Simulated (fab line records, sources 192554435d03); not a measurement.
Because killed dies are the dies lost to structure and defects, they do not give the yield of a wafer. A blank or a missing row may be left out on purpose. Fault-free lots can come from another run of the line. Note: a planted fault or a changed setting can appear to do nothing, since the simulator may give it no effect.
fab line records ; flow n5Finfet
record lots=7; wafers=39
route steps=1938 shown PMOS_HMC_CHANNEL_EPI@57 FIN_SAQP@130 SD_EPI_N@273 BEOL_M0_SAQP@638 BEOL_M1@822 BEOL_M5@1116 BEOL_M8@1344 BEOL_M13@1692 BEOL_M14@1762 PAD_METAL@1896 PASSIVATION@1936
startH: start of the lot's first displayed wafer, in hours after the record's first day ; waitH: hours from the lot's prior step to this one ; " as in the row above ; L1.1+2: a row that stands for several wafers ; - value missing, or start not given ; * or withheld: withheld ; < > ~ a bound
route shown NAME@n: names a module that has steps shown in the file, with the first one's number in the route ; usual: the fault-free wafers' mean and standard deviation ; same: alike in all rows ; chamber/n: place in a boat ; sites: each site's reading ; _std_site: how widely they spread, as a standard deviation ; _edge_site: mean of outer sites minus mean of inner sites ; radiusMm: how far each site lies from the wafer's centre ; mask NAME#n: copy n ; behind: tool/chamber where the wafer was last shaped ; hold: cause of the lot's hold/its duration in hours/its outcome ; device: the transistor (n, p or np) that didn't switch ; end of line: the route-end tests of the same wafers ; where a step has no rows: the recipe by itself ; killed: dies lost to structure and defects at the first sort, not the wafer's yield ; map: per-die view of a wafer (x killed, . not killed, _ where there is no die)
set.NAME: the setting the step ran with; set.NAME@STEP: the setting that earlier step ran with ; model.NAME: the simulator's own value behind a step, which no gauge read
one table per step and one row per wafer, for lots whose settings were changed on purpose
## steps
# step N5_PMOS_HMC_CHANNEL_EPI_HM_DEP_34
# recipe material=SiO2; targetThkA=360; tempC=400; precursor=TEOS/O2; pressureTorr=6.5; rfW=900; teosFlowSccm=161.4; gas=O2; flowSccm=2650; timeS=6.9
# step N5_FIN_SAQP_ETCH_65
# recipe chemistry=CF4; target=SiO2; targetDepthA=40; ionEnergyEv=350; timeS=4.4; pressureMtorr=10; icpW=800; biasW=400; cf4FlowSccm=80
# step N5_SD_EPI_N_DESCUM_14
# recipe chemistry=O2; timeS=7.9; sourcePowerW=50; biasPowerW=20; pressureMtorr=20; rfFrequencyHz=2.712e+07; tempC=40; resist=CAR-ArF-block; o2FlowSccm=225
# step N5_BEOL_M0_SAQP_PECVD_04
# recipe material=a-Si; targetThkA=600; tempC=350; precursor=SiH4/He; pressureTorr=3; rfW=100; timeS=60.2
# step N5_BEOL_M1_SPUTTER_88
# recipe material=Cu; targetThkA=45; tempC=-20; chamberPressurePa=0.07; powerW=withheld; timeS=8.29
# step N5_BEOL_M5_HM_DEP_02
# recipe material=TiN; targetThkA=200; tempC=25; chamberPressurePa=0.49996
# step N5_BEOL_M5_TRENCH_ETCH_37
# recipe chemistry=C4F6/O2; targetDepthA=716.52; target=SiCOH_lowk; timeS=24.7; ionEnergyEv=250; pressureMtorr=30; sourceW=345; biasW=185; Ar_flow_sccm=300; C4F6_flow_sccm=10; O2_flow_sccm=10
# step N5_BEOL_M8_DEVELOP_10
# recipe developTimeS=30; developer=TMAH; resist=CAR-ArF; rinseLiquid=diw; dry=airSpin; devTempC=23
# step N5_BEOL_M13_DESCUM_33
# recipe chemistry=O2; timeS=7.9; sourcePowerW=50; biasPowerW=20; pressureMtorr=20; rfFrequencyHz=2.712e+07; tempC=40; o2FlowSccm=225
# step N5_BEOL_M14_SPUTTER_43
# recipe material=TaN; targetThkA=150; tempC=50; biasV=168.6; powerW=15000; chamberPressurePa=0.12; timeS=24.19
# step N5_PASSIVATION_AL_DEP_21
# recipe material=Al; targetThkA=28000; tempC=400; timeS=170; powerW=30000; chamberPressurePa=0.4; gas=Ar
# step N5_PASSIVATION_PROBE_49
# usual killedAtOther=3.0/2.6
lot.wafer;tool;chamber;startH;waitH;set.targetThkA@PMOS_HMC_CHANNEL_EPI_HM_DEP_34;set.timeS@FIN_SAQP_ETCH_65;set.timeS@SD_EPI_N_DESCUM_14;set.timeS@BEOL_M0_SAQP_PECVD_04;set.timeS@BEOL_M1_SPUTTER_88;set.targetThkA@BEOL_M5_HM_DEP_02;set.targetDepthA@BEOL_M5_TRENCH_ETCH_37;set.developTimeS@BEOL_M8_DEVELOP_10;set.timeS@BEOL_M13_DESCUM_33;set.targetThkA@BEOL_M14_SPUTTER_43;set.timeS@PASSIVATION_AL_DEP_21;killedAtOther
L074.1;prober-01;-;277.79;0.0;360;2.997;9.785;43.8;3.378;200;716.52;30;7.9;150;170;5
L074.2;prober-01;-;277.84;0.1;360;4.4;9.785;60.2;3.378;200;564.3;12.06;6.144;150;170;2
L074.3;prober-01;-;277.89;0.1;360;2.997;7.9;43.8;8.29;200;716.52;12.06;6.144;150;170;2
L074.4;prober-01;-;277.94;0.2;360;4.4;7.9;60.2;8.29;200;716.52;30;7.9;150;170;0
L074.5;prober-01;-;277.99;0.2;360;4.4;9.785;43.8;8.29;200;564.3;30;6.144;150;170;1
L074.6;prober-01;-;278.04;0.3;360;2.997;7.9;60.2;3.378;200;564.3;12.06;7.9;150;170;1
L076.1;prober-01;-;279.64;0.0;360;4.4;7.9;60.2;8.29;200;716.52;30;7.9;150;170;1
L076.3;prober-01;-;279.74;0.1;360;4.4;7.9;60.2;8.29;200;716.52;30;7.9;150;170;3
L076.4;prober-01;-;279.79;0.2;360;4.4;7.9;60.2;8.29;200;716.52;30;7.9;150;170;7
L077.1;prober-01;-;288.97;0.0;543.8;4.4;7.9;60.2;8.29;200;889.9;30;5.913;150;86.72;5
L077.2;prober-01;-;289.02;0.1;360;4.4;7.9;33.61;10.92;158.1;889.9;30;7.9;60.61;170;2
L077.3;prober-01;-;289.07;0.1;360;4.4;12.13;60.2;8.29;158.1;716.52;20.81;5.913;60.61;86.72;6
L077.4;prober-01;-;289.12;0.2;543.8;4.4;12.13;33.61;10.92;200;889.9;20.81;7.9;60.61;86.72;5
L077.5;prober-01;-;289.17;0.2;543.8;4.4;7.9;33.61;8.29;158.1;716.52;30;5.913;150;170;7
L077.6;prober-01;-;289.22;0.3;360;4.4;12.13;60.2;10.92;200;716.52;20.81;7.9;150;170;3
L084.1;prober-01;-;346.15;0.0;551.6;6.341;9.88;60.2;12.45;200;348.4;30;7.9;236.6;196.1;98
L084.2;prober-01;-;346.20;0.1;360;6.341;7.9;60.2;8.29;200;348.4;30;5.613;236.6;170;0
L084.3;prober-01;-;346.25;0.1;551.6;6.341;7.9;60.2;8.29;167.4;348.4;46.21;7.9;150;170;2
L084.4;prober-01;-;346.30;0.2;360;4.4;9.88;60.2;8.29;167.4;716.52;30;5.613;150;196.1;585
L084.5;prober-01;-;346.35;0.2;551.6;4.4;9.88;60.2;12.45;200;716.52;46.21;7.9;150;196.1;441
L084.6;prober-01;-;346.40;0.3;360;4.4;7.9;60.2;12.45;167.4;716.52;46.21;5.613;236.6;170;3
L086.1;prober-02;-;349.38;0.0;360;4.4;7.9;28.21;8.29;200;447.2;30;7.9;150;170;1
L086.2;prober-02;-;349.43;0.1;244;4.4;7.9;28.21;5.196;200;447.2;45.35;7.9;121.8;227.5;1074
L086.3;prober-02;-;349.48;0.1;360;4.4;7.9;60.2;8.29;200;447.2;30;6.212;150;227.5;1080
L086.4;prober-02;-;349.53;0.2;244;2.754;7.9;60.2;8.29;200;716.52;45.35;6.212;121.8;170;1
L086.5;prober-02;-;349.58;0.2;360;2.754;7.9;28.21;5.196;200;716.52;45.35;7.9;150;170;1
L086.6;prober-02;-;349.63;0.3;244;2.754;7.9;60.2;5.196;200;716.52;30;6.212;121.8;227.5;1091
L088.1;prober-01;-;361.71;0.0;428.8;3.576;10.26;60.2;10.69;200;716.52;30;4.177;150;170;8
L088.2;prober-01;-;361.76;0.1;360;4.4;7.9;79.5;10.69;200;716.52;30;7.9;78.11;170;4
L088.3;prober-01;-;361.81;0.1;428.8;4.4;7.9;79.5;10.69;200;1139;15.47;4.177;150;170;1
L088.4;prober-01;-;361.86;0.2;360;4.4;10.26;60.2;8.29;200;1139;30;7.9;150;110.3;10
L088.5;prober-01;-;361.91;0.2;428.8;3.576;7.9;60.2;8.29;200;1139;15.47;7.9;78.11;110.3;4
L088.6;prober-01;-;361.96;0.3;360;3.576;10.26;79.5;8.29;200;716.52;15.47;4.177;78.11;110.3;7
L091.1;prober-02;-;378.76;0.0;360;5.554;7.9;60.2;13.15;86.94;716.52;38.41;7.9;207.1;249.4;1107
L091.2;prober-02;-;378.81;0.1;360;4.4;7.9;33.72;13.15;200;716.52;30;7.9;150;170;8
L091.3;prober-02;-;378.86;0.1;267.9;4.4;7.9;33.72;13.15;200;426.9;38.41;11.12;150;170;1
L091.4;prober-02;-;378.91;0.2;267.9;5.554;7.9;33.72;8.29;86.94;716.52;30;11.12;207.1;170;5
L091.5;prober-02;-;378.96;0.2;267.9;5.554;7.9;60.2;8.29;200;426.9;38.41;11.12;207.1;249.4;1083
L091.6;prober-02;-;379.01;0.3;360;4.4;7.9;60.2;8.29;86.94;426.9;30;7.9;150;249.4;1018
# killed by level:class
L074.1 BEOL_M2:geometricParticle:open=15 MOL_CONTACT_COAG:geometricParticle:open=14 BEOL_M0_SAQP:geometricParticle:open=9 BEOL_M1:geometricParticle:open=6 FIN_SAQP:geometricParticle:short=5 BEOL_M2:geometricParticle:short=5 DUMMY_GATE:geometricParticle:open=4 GATE_CUT:geometricParticle:short=4
L074.2 BEOL_M2:geometricParticle:open=16 BEOL_M1:geometricParticle:open=8 BEOL_M0_SAQP:geometricParticle:open=5 MOL_CONTACT_COAG:geometricParticle:open=5 BEOL_M0_SAQP:geometricParticle:short=5 BEOL_M2:geometricParticle:short=5 BEOL_M3:geometricParticle:open=5 BEOL_M3:geometricParticle:short=5
L074.3 BEOL_M2:geometricParticle:open=18 BEOL_M4:geometricParticle:open=11 MOL_CONTACT_COAG:geometricParticle:open=7 DUMMY_GATE:geometricParticle:open=5 STARTING-WAFER:geometricParticle:open=4 FIN_SAQP:geometricParticle:open=3 ILD0:geometricParticle:open=3 BEOL_M0_SAQP:geometricParticle:open=3
L074.4 BEOL_M2:geometricParticle:open=10 DUMMY_GATE:geometricParticle:open=8 BEOL_M4:geometricParticle:open=7 MOL_CONTACT_COAG:geometricParticle:open=6 BEOL_M0_SAQP:geometricParticle:short=5 BEOL_M1:geometricParticle:open=5 BEOL_M2:geometricParticle:short=5 BEOL_M3:geometricParticle:open=4
L074.5 BEOL_M2:geometricParticle:open=12 MOL_CONTACT_COAG:geometricParticle:open=8 BEOL_M0_SAQP:geometricParticle:open=7 BEOL_M3:geometricParticle:open=6 STARTING-WAFER:geometricParticle:short=5 GATE_CUT:geometricParticle:short=4 BEOL_M0_SAQP:geometricParticle:short=4 BEOL_M1:geometricParticle:open=4
L074.6 MOL_CONTACT_COAG:geometricParticle:open=20 MOL_CONTACT_COAG:geometricParticle:short=8 BEOL_M4:geometricParticle:open=7 STI_FIN_REVEAL:geometricParticle:open=6 BEOL_M0_SAQP:geometricParticle:open=5 BEOL_M2:geometricParticle:open=5 BEOL_M2:geometricParticle:short=4 FIN_SAQP:geometricParticle:short=3
L076.1 BEOL_M3:geometricParticle:open=15 BEOL_M0_SAQP:geometricParticle:short=10 MOL_CONTACT_COAG:geometricParticle:open=8 BEOL_M1:geometricParticle:open=8 STI_FIN_REVEAL:geometricParticle:open=5 BEOL_M0_SAQP:geometricParticle:open=5 MOL_CONTACT_COAG:geometricParticle:short=5 FIN_SAQP:geometricParticle:short=4
L076.3 BEOL_M0_SAQP:geometricParticle:short=11 BEOL_M0_SAQP:geometricParticle:open=11 BEOL_M2:geometricParticle:open=11 MOL_CONTACT_COAG:geometricParticle:open=9 STARTING-WAFER:geometricParticle:short=5 STI_FIN_REVEAL:geometricParticle:open=4 GATE_CUT:geometricParticle:short=4 BEOL_M0:geometricParticle:short=4
L076.4 BEOL_M1:geometricParticle:open=14 MOL_CONTACT_COAG:geometricParticle:open=11 BEOL_M0_SAQP:geometricParticle:short=6 STI_FIN_REVEAL:geometricParticle:open=5 BEOL_M4:geometricParticle:open=4 BEOL_M3:geometricParticle:open=3 STARTING-WAFER:geometricParticle:open=3 ILD0:geometricParticle:open=2
L077.1 FIN_SAQP:geometricParticle:open=8 BEOL_M0_SAQP:geometricParticle:open=8 BEOL_M3:geometricParticle:open=7 FIN_SAQP:geometricParticle:short=6 BEOL_M4:geometricParticle:open=5 BEOL_M2:geometricParticle:open=4 ILD0:geometricParticle:open=3 GATE_CUT:geometricParticle:open=3
L077.2 FIN_SAQP:geometricParticle:open=15 BEOL_M0_SAQP:geometricParticle:short=9 BEOL_M0_SAQP:geometricParticle:open=7 MOL_CONTACT_COAG:geometricParticle:open=5 ILD0:geometricParticle:short=4 FIN_SAQP:geometricParticle:short=3 ILD0:geometricParticle:open=3 BEOL_M1:geometricParticle:open=3
L077.3 FIN_SAQP:geometricParticle:open=31 FIN_SAQP:geometricParticle:short=10 BEOL_M4:geometricParticle:open=9 BEOL_M2:geometricParticle:open=8 DUMMY_GATE:geometricParticle:open=6 MOL_CONTACT_COAG:geometricParticle:open=6 BEOL_M5:geometricParticle:open=5 BEOL_M3:geometricParticle:open=4
L077.4 FIN_SAQP:geometricParticle:open=17 FIN_SAQP:geometricParticle:short=10 BEOL_M3:geometricParticle:open=9 BEOL_M0_SAQP:geometricParticle:short=6 BEOL_M4:geometricParticle:open=6 STI_FIN_REVEAL:geometricParticle:open=3 MOL_CONTACT_COAG:geometricParticle:open=3 BEOL_M0_SAQP:geometricParticle:open=3
L077.5 FIN_SAQP:geometricParticle:open=7 MOL_CONTACT_COAG:geometricParticle:open=5 FIN_SAQP:geometricParticle:short=4 BEOL_M1:geometricParticle:open=4 BEOL_M2:geometricParticle:open=4 BEOL_M4:geometricParticle:open=4 STARTING-WAFER:geometricParticle:open=4 DUMMY_GATE:geometricParticle:open=3
L077.6 BEOL_M4:geometricParticle:open=11 FIN_SAQP:geometricParticle:open=10 MOL_CONTACT_COAG:geometricParticle:open=8 BEOL_M2:geometricParticle:open=8 FIN_SAQP:geometricParticle:short=6 BEOL_M1:geometricParticle:open=5 GATE_CUT:geometricParticle:open=3 BEOL_M7:geometricParticle:open=3
L084.1 BEOL_M5:areaEcd=863 PASSIVATION:areaEtch=94 FIN_SAQP:geometricParticle:open=13 BEOL_M1:geometricParticle:open=9 BEOL_M3:geometricParticle:open=9 FIN_SAQP:geometricParticle:short=7 BEOL_M2:geometricParticle:open=7 BEOL_M0_SAQP:geometricParticle:open=5
L084.2 BEOL_M5:areaEcd=663 STI_FIN_REVEAL:geometricParticle:open=12 FIN_SAQP:geometricParticle:open=10 BEOL_M1:geometricParticle:open=9 BEOL_M0_SAQP:geometricParticle:short=8 BEOL_M0_SAQP:geometricParticle:open=6 BEOL_M2:geometricParticle:open=6 BEOL_M1:geometricParticle:short=5
L084.3 BEOL_M5:areaEcd=765 BEOL_M1:geometricParticle:open=10 FIN_SAQP:geometricParticle:open=8 STI_FIN_REVEAL:geometricParticle:open=7 MOL_CONTACT_COAG:geometricParticle:open=7 BEOL_M3:geometricParticle:open=7 MOL_CONTACT_COAG:geometricParticle:short=5 FIN_SAQP:geometricParticle:short=4
L084.4 PASSIVATION:areaEtch=584 BEOL_M1:geometricParticle:open=15 MOL_CONTACT_COAG:geometricParticle:open=10 BEOL_M4:geometricParticle:open=9 STARTING-WAFER:geometricParticle:short=8 FIN_SAQP:geometricParticle:open=7 BEOL_M2:geometricParticle:open=7 STI_FIN_REVEAL:geometricParticle:open=6
L084.5 PASSIVATION:areaEtch=441 BEOL_M1:geometricParticle:open=8 FIN_SAQP:geometricParticle:open=7 STI_FIN_REVEAL:geometricParticle:open=7 BEOL_M2:geometricParticle:open=7 MOL_CONTACT_COAG:geometricParticle:open=5 STARTING-WAFER:geometricParticle:short=5 FIN_SAQP:geometricParticle:short=4
L084.6 MOL_CONTACT_COAG:geometricParticle:open=13 FIN_SAQP:geometricParticle:open=9 BEOL_M4:geometricParticle:open=6 BEOL_M1:geometricParticle:open=6 BEOL_M3:geometricParticle:open=6 FIN_SAQP:geometricParticle:short=5 STI_FIN_REVEAL:geometricParticle:open=5 DUMMY_GATE:geometricParticle:open=4
L086.1 BEOL_M5:areaEcd=75 FIN_SAQP:geometricParticle:open=12 FIN_SAQP:geometricParticle:short=11 BEOL_M2:geometricParticle:open=11 GATE_CUT:geometricParticle:short=8 BEOL_M0_SAQP:geometricParticle:open=6 BEOL_M1:geometricParticle:open=6 GATE_CUT:geometricParticle:open=5
L086.2 PASSIVATION:areaEtch=1073 FIN_SAQP:geometricParticle:open=19 BEOL_M0_SAQP:geometricParticle:short=14 FIN_SAQP:geometricParticle:short=10 BEOL_M0_SAQP:geometricParticle:open=8 STARTING-WAFER:geometricParticle:open=7 DUMMY_GATE:geometricParticle:open=6 MOL_CONTACT_COAG:geometricParticle:open=6
L086.3 PASSIVATION:areaEtch=1076 FIN_SAQP:geometricParticle:open=15 GATE_CUT:geometricParticle:short=11 BEOL_M2:geometricParticle:open=9 BEOL_M5:areaEcd=8 GATE_CUT:geometricParticle:open=7 FIN_SAQP:geometricParticle:short=6 BEOL_M0_SAQP:geometricParticle:open=6
L086.4 FIN_SAQP:geometricParticle:open=24 BEOL_M2:geometricParticle:open=17 FIN_SAQP:geometricParticle:short=16 DUMMY_GATE:geometricParticle:open=11 BEOL_M4:geometricParticle:open=11 MOL_CONTACT_COAG:geometricParticle:open=11 GATE_CUT:geometricParticle:open=4 MOL_CONTACT_COAG:geometricParticle:short=4
L086.5 BEOL_M4:geometricParticle:open=18 FIN_SAQP:geometricParticle:short=15 FIN_SAQP:geometricParticle:open=14 BEOL_M2:geometricParticle:open=12 MOL_CONTACT_COAG:geometricParticle:open=9 BEOL_M3:geometricParticle:open=6 BEOL_M1:geometricParticle:open=5 STI_FIN_REVEAL:geometricParticle:open=4
L086.6 PASSIVATION:areaEtch=1090 BEOL_M2:geometricParticle:open=11 MOL_CONTACT_COAG:geometricParticle:open=10 FIN_SAQP:geometricParticle:open=8 BEOL_M4:geometricParticle:open=8 FIN_SAQP:geometricParticle:short=6 BEOL_M0_SAQP:geometricParticle:short=5 BEOL_M1:geometricParticle:open=5
L088.1 BEOL_M2:geometricParticle:open=14 BEOL_M0_SAQP:geometricParticle:open=8 GATE_CUT:geometricParticle:short=7 BEOL_M3:geometricParticle:open=7 FIN_SAQP:geometricParticle:short=6 DUMMY_GATE:geometricParticle:open=6 MOL_CONTACT_COAG:geometricParticle:open=6 STARTING-WAFER:geometricParticle:open=5
L088.2 FIN_SAQP:geometricParticle:short=16 DUMMY_GATE:geometricParticle:open=12 BEOL_M0_SAQP:geometricParticle:open=11 BEOL_M1:geometricParticle:open=7 MOL_CONTACT_COAG:geometricParticle:open=5 BEOL_M3:geometricParticle:open=5 STARTING-WAFER:geometricParticle:open=5 GATE_CUT:geometricParticle:short=4
L088.3 BEOL_M5:areaEtch=767 MOL_CONTACT_COAG:geometricParticle:open=10 DUMMY_GATE:geometricParticle:open=9 BEOL_M1:geometricParticle:open=9 BEOL_M3:geometricParticle:open=7 BEOL_M0_SAQP:geometricParticle:short=6 BEOL_M0_SAQP:geometricParticle:open=6 BEOL_M2:geometricParticle:open=6
L088.4 BEOL_M5:areaEtch=633 BEOL_M1:geometricParticle:open=8 STI_FIN_REVEAL:geometricParticle:open=7 FIN_SAQP:geometricParticle:short=5 FIN_SAQP:geometricParticle:open=5 BEOL_M2:geometricParticle:open=5 MOL_CONTACT_COAG:geometricParticle:open=4 BEOL_M3:geometricParticle:open=4
L088.5 BEOL_M5:areaEtch=73 BEOL_M0_SAQP:geometricParticle:short=15 BEOL_M1:geometricParticle:open=13 FIN_SAQP:geometricParticle:short=9 BEOL_M3:geometricParticle:open=9 MOL_CONTACT_COAG:geometricParticle:open=8 BEOL_M0_SAQP:geometricParticle:open=7 BEOL_M2:geometricParticle:open=7
L088.6 MOL_CONTACT_COAG:geometricParticle:open=14 FIN_SAQP:geometricParticle:short=12 DUMMY_GATE:geometricParticle:open=9 BEOL_M0_SAQP:geometricParticle:short=7 BEOL_M2:geometricParticle:open=7 BEOL_M0_SAQP:geometricParticle:open=5 FIN_SAQP:geometricParticle:open=4 DUMMY_GATE:geometricParticle:short=4
L091.1 PASSIVATION:areaEtch=1100 BEOL_M1:geometricParticle:open=13 MOL_CONTACT_COAG:geometricParticle:open=10 BEOL_M2:geometricParticle:open=7 PAD_METAL:geometricParticle:short=5 FIN_SAQP:geometricParticle:short=4 BEOL_M0_SAQP:geometricParticle:open=3 BEOL_M1:geometricParticle:short=3
L091.2 FIN_SAQP:geometricParticle:open=10 MOL_CONTACT_COAG:geometricParticle:open=9 FIN_SAQP:geometricParticle:short=7 BEOL_M2:geometricParticle:open=6 BEOL_M0_SAQP:geometricParticle:open=6 MOL_CONTACT_COAG:geometricParticle:short=5 BEOL_M4:geometricParticle:open=5 PAD_METAL:geometricParticle:short=5
L091.3 BEOL_M5:areaEcd=77 BEOL_M0_SAQP:geometricParticle:open=12 MOL_CONTACT_COAG:geometricParticle:open=10 BEOL_M0_SAQP:geometricParticle:short=9 BEOL_M1:geometricParticle:open=8 FIN_SAQP:geometricParticle:open=6 FIN_SAQP:geometricParticle:short=5 MOL_CONTACT_COAG:geometricParticle:short=5
L091.4 MOL_CONTACT_COAG:geometricParticle:open=15 FIN_SAQP:geometricParticle:short=9 BEOL_M2:geometricParticle:open=9 BEOL_M0_SAQP:geometricParticle:open=7 BEOL_M0_SAQP:geometricParticle:short=6 BEOL_M1:geometricParticle:open=6 FIN_SAQP:geometricParticle:open=5 GATE_CUT:geometricParticle:short=5
L091.5 PASSIVATION:areaEtch=1081 BEOL_M5:areaEcd=33 FIN_SAQP:geometricParticle:open=9 FIN_SAQP:geometricParticle:short=7 MOL_CONTACT_COAG:geometricParticle:open=6 BEOL_M0_SAQP:geometricParticle:open=6 BEOL_M3:geometricParticle:open=6 STI_FIN_REVEAL:geometricParticle:open=4
L091.6 PASSIVATION:areaEtch=1016 BEOL_M5:areaEcd=66 BEOL_M0_SAQP:geometricParticle:short=16 MOL_CONTACT_COAG:geometricParticle:open=14 FIN_SAQP:geometricParticle:open=8 BEOL_M0_SAQP:geometricParticle:open=8 BEOL_M2:geometricParticle:open=7 FIN_SAQP:geometricParticle:short=5
## key
split step=N5_PMOS_HMC_CHANNEL_EPI_HM_DEP_34; setting=targetThkA; statedAs=360
response none clear
split step=N5_FIN_SAQP_ETCH_65; setting=timeS; statedAs=4.4
response none clear
split step=N5_SD_EPI_N_DESCUM_14; setting=timeS; statedAs=7.9
response none clear
split step=N5_BEOL_M0_SAQP_PECVD_04; setting=timeS; statedAs=60.2
response none clear
split step=N5_BEOL_M1_SPUTTER_88; setting=timeS; statedAs=8.29
response none clear
split step=N5_BEOL_M5_HM_DEP_02; setting=targetThkA; statedAs=200
response none clear
split step=N5_BEOL_M5_TRENCH_ETCH_37; setting=targetDepthA; statedAs=716.52
response none clear
split step=N5_BEOL_M8_DEVELOP_10; setting=developTimeS; statedAs=30
response none clear
split step=N5_BEOL_M13_DESCUM_33; setting=timeS; statedAs=7.9
response none clear
split step=N5_BEOL_M14_SPUTTER_43; setting=targetThkA; statedAs=150
response none clear
split step=N5_PASSIVATION_AL_DEP_21; setting=timeS; statedAs=170
response step=N5_PASSIVATION_PROBE_49; reading=killedAtOther; slope=+13.9; per=1%; togetherWith=all; explained=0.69
